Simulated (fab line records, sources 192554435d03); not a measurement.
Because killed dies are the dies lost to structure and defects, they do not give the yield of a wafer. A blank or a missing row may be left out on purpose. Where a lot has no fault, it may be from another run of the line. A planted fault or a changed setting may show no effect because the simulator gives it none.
Split-lot experiment -- flow n5 finfet -- route with 1938 steps; 7 lots, 21 wafers read

ON THE SPLIT
At N5_BEOL_M4_DESCUM_16 (chemistry O2, time 7 s), the setting time s was moved away from the recipe's 7 s on 6 of the 21 wafers read, by -11.5% to +22.2%. This setting was run at the recipe's value on the other wafers.

No step appears in the file between the split and the reading.

THE READING
CAR-EUV_of_BEOL_M4_COAT_05.thk nm (the simulator's own value, which no gauge read), in nm, at N5_BEOL_M4_ETCH_74 (etches underlayer in N2/H2, target depth 6.5 nm, time 5.2 s). The file does not state a usual value for it. Here, 15 wafers ran the recipe; their average is 20.3 nm with a standard deviation of 0.12 nm.

wafer,"tool, chamber at the split","time s as run, s",against the recipe,"CAR-EUV_of_BEOL_M4_COAT_05.thk nm, nm",against lot-mates on the recipe
L076.1,"rie diel-05, 2",7,recipe,20.4,-
L076.2,"rie diel-05, 3",7,recipe,20.6,-
L076.4,"rie diel-05, 0",6.482,-7.4%,20.6,+0.1
L078.2,"rie diel-05, 3",7,recipe,20.4,-
L078.5,"rie diel-05, 3",7,recipe,20.4,-
L078.3,"rie diel-05, 0",7,recipe,20.2,-
L085.4,"rie diel-05, 0",6.198,-11.5%,20.8,+0.4
L085.5,"rie diel-05, 0",7,recipe,20.4,-
L085.6,"rie diel-05, 3",7,recipe,20.4,-
L086.1,"rie diel-02, 0,3",8.553,+22.2%,19.6,-0.6
L086.3,"rie diel-02, 0,3",8.553,+22.2%,19.6,-0.6
L086.6,"rie diel-02, 3",7,recipe,20.2,-
L092.1,"rie diel-02, 2",7,recipe,20.2,-
L092.2,"rie diel-02, 1,0",8.226,+17.5%,19.4,-0.8
L092.5,"rie diel-02, 1,0",8.226,+17.5%,19.6,-0.6
L093.2,"rie diel-06, 2,0",7,recipe,20.4,-
L093.4,"rie diel-06, 3",7,recipe,20.4,-
L093.6,"rie diel-06, 2,0",7,recipe,20.4,-
L096.2,"rie diel-02, 0,1,2",7,recipe,20.2,-
L096.3,"rie diel-02, 0,1,2",7,recipe,20.2,-
L096.4,"rie diel-02, 0,1,2",7,recipe,20.2,-
Where a row lists several chambers, the file gives one row for several wafers and doesn't say which wafer went through which chamber.

FIT RESULTS
A straight line over all 21 wafers: CAR-EUV_of_BEOL_M4_COAT_05.thk nm changes by -0.0386 nm for each +1% of time s; r = -0.94; the points scatter about the line by 0.13 nm.
The same after taking each lot's own level away (the mean of its wafers on the recipe; 21 wafers): -0.0313 nm for each +1%; r = -0.96; scatter 0.088 nm.
The reading moves by 0.69 nm for the largest change in time s, on that fit.
Across the lots, their own levels run from 20.20 to 20.50 nm, a range of 2.5 times the standard deviation given above.
So the slope is not independent of the lot-to-lot level: the two fits are not the same.
Check: with one of the wafers moved furthest among these (+22.2%) left out of the fit, the line predicts -0.745 nm for it against its lot-mates. It came out at -0.6 nm against them.

THE OTHER SPLITS THESE WAFERS WENT THROUGH
Note: prior to the reading, these wafers also went through further splits. Each is held against what the fit with the lots' levels taken away leaves over:
other split on the same wafers,wafers away from the commonest value,r with CAR-EUV_of_BEOL_M4_COAT_05.thk nm (lot level and that fit taken away)
N5_BEOL_M2_ILD_DEP_00 time s,7,-0.20
N5_BEOL_M2_COAT_73 spin rpm,6,-0.15
N5_BEOL_M2_ETCH_69 bias w,8,+0.04
N5_BEOL_M3_VIA_ETCH_34 bias w,7,+0.06

THE WHOLE CHAIN: every reading that the file lists as answering this split, in the file's order
step,what it does,reading,change (the file's fit),r (the file's)
N5_BEOL_M4_DESCUM_16,"chemistry O2, time 7 s","CAR-EUV_of_BEOL_M4_COAT_05.thk nm (the simulator's own value, which no gauge read)",-0.0388 nm for each +1% of the setting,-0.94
N5_BEOL_M4_ETCH_74,"etches underlayer in N2/H2, target depth 6.5 nm, time 5.2 s","CAR-EUV_of_BEOL_M4_COAT_05.thk nm (the simulator's own value, which no gauge read)",-0.0314 nm for each +1% of the setting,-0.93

FILE'S OWN FIT
CAR-EUV_of_BEOL_M4_COAT_05.thk nm changes by -0.0314 nm for each +1% of time s, r = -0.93.
